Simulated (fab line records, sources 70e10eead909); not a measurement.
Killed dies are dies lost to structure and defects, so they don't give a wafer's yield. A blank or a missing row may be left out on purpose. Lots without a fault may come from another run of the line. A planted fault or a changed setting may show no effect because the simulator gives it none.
Which tool did it? | flow nand_harc | 24 lots, 72 wafers sampled, at 4 steps of a route of 1159

WHAT THE GAUGES READ, wafer by wafer
NHARC_P_M2_CD_MEAS_16.
lot  | measured     | on        | cd_nm (nm)
L074 | day 6 14:57  | cd_sem-02 | 169.0 169.7 168.4
L075 | day 6 18:05  | cd_sem-01 | 168.8 169.5 170.4
L077 | day 6 21:35  | cd_sem-01 | 169.9 168.7 170.7
L078 | day 6 22:56  | cd_sem-02 | 169.5 169.5 168.5
L076 | day 7 05:13  | cd_sem-02 | 171.1 169.2 168.7
L079 | day 7 11:05  | cd_sem-01 | 169.8 169.6 169.6
L080 | day 7 17:12  | cd_sem-02 | 170.5 169.6 169.3
L081 | day 7 22:31  | cd_sem-03 | 169.1 170.4 170.0
L082 | day 8 08:56  | cd_sem-03 | 170.0 170.0 170.3
L083 | day 8 12:51  | cd_sem-03 | 170.3 169.9 169.5
L084 | day 8 13:45  | cd_sem-02 | 170.0 169.1 170.4
L085 | day 9 02:31  | cd_sem-01 | 170.4 171.1 170.1
L086 | day 9 13:40  | cd_sem-02 | 168.9 169.2 168.4
L088 | day 9 14:22  | cd_sem-02 | 171.3 171.5 170.3
L087 | day 9 15:17  | cd_sem-01 | 169.5 169.1 168.6
L089 | day 10 06:55 | cd_sem-03 | 169.5 170.7 169.0
L091 | day 10 07:29 | cd_sem-03 | 170.1 167.8 169.9
L090 | day 10 08:15 | cd_sem-02 | 168.9 168.6 170.6
L093 | day 10 23:52 | cd_sem-03 | 170.2 169.9 170.1
L092 | day 11 00:13 | cd_sem-01 | 171.0 171.0 171.2
L094 | day 11 01:50 | cd_sem-01 | 169.1 169.2 169.1
L095 | day 11 09:30 | cd_sem-02 | 170.5 170.8 170.8
L096 | day 11 10:07 | cd_sem-01 | 169.1 169.6 169.5
L097 | day 12 01:40 | cd_sem-01 | 170.1 170.7 170.1

NHARC_P_BONDPAD_OVL_MEAS_38.
lot  | measured     | on         | overlay_x_nm (nm) | overlay_y_nm (nm)
L074 | day 6 19:19  | overlay-02 | -2 -2 -1          | 0 0 0
L075 | day 6 22:23  | overlay-01 | 4 4 3             | -7 -7 -6
L077 | day 7 01:38  | overlay-01 | -1 -1 -2          | -2 -2 -2
L078 | day 7 03:17  | overlay-02 | 10 9 10           | 7 7 7
L076 | day 7 09:20  | overlay-02 | -7 -7 -8          | 2 1 2
L079 | day 7 15:31  | overlay-02 | 9 9 10            | 9 9 9
L080 | day 7 21:55  | overlay-02 | 6 7 7             | -1 -1 -1
L081 | day 8 03:14  | overlay-02 | -2 -2 -1          | -6 -6 -5
L082 | day 8 12:57  | overlay-02 | 1 1 1             | -6 -5 -5
L083 | day 8 17:01  | overlay-01 | -2 -2 -2          | 0 -1 0
L084 | day 8 18:10  | overlay-01 | 3 3 3             | -5 -5 -5
L085 | day 9 06:53  | overlay-01 | -12 -12 -12       | -8 -9 -8
L086 | day 9 17:43  | overlay-02 | -4 -4 -4          | -7 -7 -7
L088 | day 9 18:31  | overlay-01 | -4 -4 -4          | -7 -7 -7
L087 | day 9 19:40  | overlay-02 | -3 -4 -3          | 7 7 6
L089 | day 10 11:08 | overlay-02 | -8 -9 -8          | -2 -1 -2
L091 | day 10 11:38 | overlay-02 | -3 -3 -3          | -2 -2 -2
L090 | day 10 12:18 | overlay-01 | -3 -3 -4          | 4 4 4
L093 | day 11 03:56 | overlay-02 | -7 -6 -7          | 3 4 4
L092 | day 11 04:24 | overlay-02 | -1 -1 -1          | -4 -4 -4
L094 | day 11 05:59 | overlay-01 | 7 7 7             | 2 1 2
L095 | day 11 13:42 | overlay-01 | 0 0 0             | -5 -5 -6
L096 | day 11 14:26 | overlay-02 | -3 -3 -3          | -3 -3 -3
L097 | day 12 05:49 | overlay-02 | 3 3 3             | -3 -2 -2

WHICH TOOL RAN EACH LOT (tool, then ch and the chambers of the sampled wafers, then the start)
lot  | NHARC_P_M2_DEGAS_29          | NHARC_P_M2_DEP_33
L074 | pvd_sputter-01, day 6 15:41  | pecvd-01 ch 0,1, day 6 17:25
L075 | pvd_sputter-03, day 6 18:49  | pecvd-01 ch 0,1, day 6 20:37
L077 | pvd_sputter-02, day 6 22:19  | pecvd-02 ch 0,1,2, day 7 00:05
L078 | pvd_sputter-02, day 6 23:39  | pecvd-01 ch 0,1, day 7 01:25
L076 | pvd_sputter-01, day 7 05:55  | pecvd-01 ch 1,2, day 7 07:37
L079 | pvd_sputter-01, day 7 11:47  | pecvd-01 ch 0,1, day 7 13:40
L080 | pvd_sputter-02, day 7 17:56  | pecvd-03 ch 0,1,2, day 7 20:13
L081 | pvd_sputter-02, day 7 23:20  | pecvd-03 ch 0,2, day 8 01:04
L082 | pvd_sputter-03, day 8 09:39  | pecvd-01 ch 0,1,2, day 8 11:21
L083 | pvd_sputter-02, day 8 13:34  | pecvd-03 ch 0,1, day 8 15:18
L084 | pvd_sputter-02, day 8 14:28  | pecvd-01 ch 0,1,2, day 8 16:12
L085 | pvd_sputter-02, day 9 03:15  | pecvd-01 ch 0,2, day 9 04:59
L086 | pvd_sputter-03, day 9 14:23  | pecvd-01 ch 1,2, day 9 16:07
L088 | pvd_sputter-02, day 9 15:05  | pecvd-02 ch 1,2, day 9 16:49
L087 | pvd_sputter-01, day 9 15:59  | pecvd-01 ch 0,1,2, day 9 17:49
L089 | pvd_sputter-01, day 10 07:38 | pecvd-02 ch 0,1,2, day 10 09:22
L091 | pvd_sputter-03, day 10 08:12 | pecvd-02 ch 0,1, day 10 09:56
L090 | pvd_sputter-03, day 10 08:59 | pecvd-01 ch 0,2, day 10 10:43
L093 | pvd_sputter-02, day 11 00:36 | pecvd-02 ch 0,2, day 11 02:19
L092 | pvd_sputter-01, day 11 00:59 | pecvd-02 ch 0,1,2, day 11 02:44
L094 | pvd_sputter-02, day 11 02:34 | pecvd-02 ch 0,1,2, day 11 04:25
L095 | pvd_sputter-03, day 11 10:16 | pecvd-02 ch 0,2, day 11 12:03
L096 | pvd_sputter-01, day 11 10:50 | pecvd-03 ch 0,1,2, day 11 12:52
L097 | pvd_sputter-01, day 12 02:23 | pecvd-03 ch 0,1,2, day 12 04:05
- NHARC_P_M2_DEGAS_29: time 60 s.
- NHARC_P_M2_DEP_33: deposits SiCN, target thk 30 nm.

WHAT THE TOOLS THEMSELVES READ (means of the sampled wafers that have a number; where no wafer has one, the mark that the record gives instead)
NHARC_P_M2_DEGAS_29.
lot  | tool           | heater_power_w (W)
L074 | pvd_sputter-01 | 341
L075 | pvd_sputter-03 | 309
L077 | pvd_sputter-02 | 325
L078 | pvd_sputter-02 | 313
L076 | pvd_sputter-01 | 335
L079 | pvd_sputter-01 | 333
L080 | pvd_sputter-02 | 330
L081 | pvd_sputter-02 | 334
L082 | pvd_sputter-03 | 300
L083 | pvd_sputter-02 | 318
L084 | pvd_sputter-02 | 314
L085 | pvd_sputter-02 | 326
L086 | pvd_sputter-03 | 304
L088 | pvd_sputter-02 | 325
L087 | pvd_sputter-01 | 338
L089 | pvd_sputter-01 | 344
L091 | pvd_sputter-03 | 303
L090 | pvd_sputter-03 | 306
L093 | pvd_sputter-02 | 320
L092 | pvd_sputter-01 | 360
L094 | pvd_sputter-02 | 331
L095 | pvd_sputter-03 | 308
L096 | pvd_sputter-01 | 340
L097 | pvd_sputter-01 | 335

NHARC_P_M2_DEP_33.
lot  | tool     | heater_power_w (W)
L074 | pecvd-01 | 547
L075 | pecvd-01 | 546
L077 | pecvd-02 | 543
L078 | pecvd-01 | 601
L076 | pecvd-01 | 667
L079 | pecvd-01 | 501
L080 | pecvd-03 | 645
L081 | pecvd-03 | 608
L082 | pecvd-01 | 592
L083 | pecvd-03 | 566
L084 | pecvd-01 | 611
L085 | pecvd-01 | 600
L086 | pecvd-01 | 622
L088 | pecvd-02 | 584
L087 | pecvd-01 | 617
L089 | pecvd-02 | 542
L091 | pecvd-02 | 526
L090 | pecvd-01 | 609
L093 | pecvd-02 | 561
L092 | pecvd-02 | 536
L094 | pecvd-02 | 520
L095 | pecvd-02 | 494
L096 | pecvd-03 | 651
L097 | pecvd-03 | 607

THE ANSWER, worked out from the rows above alone
Rule: what is usual is taken from the lots themselves. Put in order of their means at a reading, lots are off if they are a third of the lots or fewer, leave a main group of 4 or more, and stand apart from it by a gap of 3 or more times the standard deviation of the main group's means; of several such gaps the widest counts. A main group whose means are all the same, to the digits that the tables above print for the reading, isn't used. A lot without any number at a reading at which 4 lots or more have one is off too. The other lots that the step has rows for count as sound. The gauges are gone through in route order, then the tools' own readings, and for those a lot's mean is taken as printed above. The first step at which some lot is off is used, and at that step the reading that is off furthest; a lot without a number counts as furthest.
No lot is off at any reading shown: from this, nothing can be told.

WHAT THE SIMULATOR HAD PUT IN
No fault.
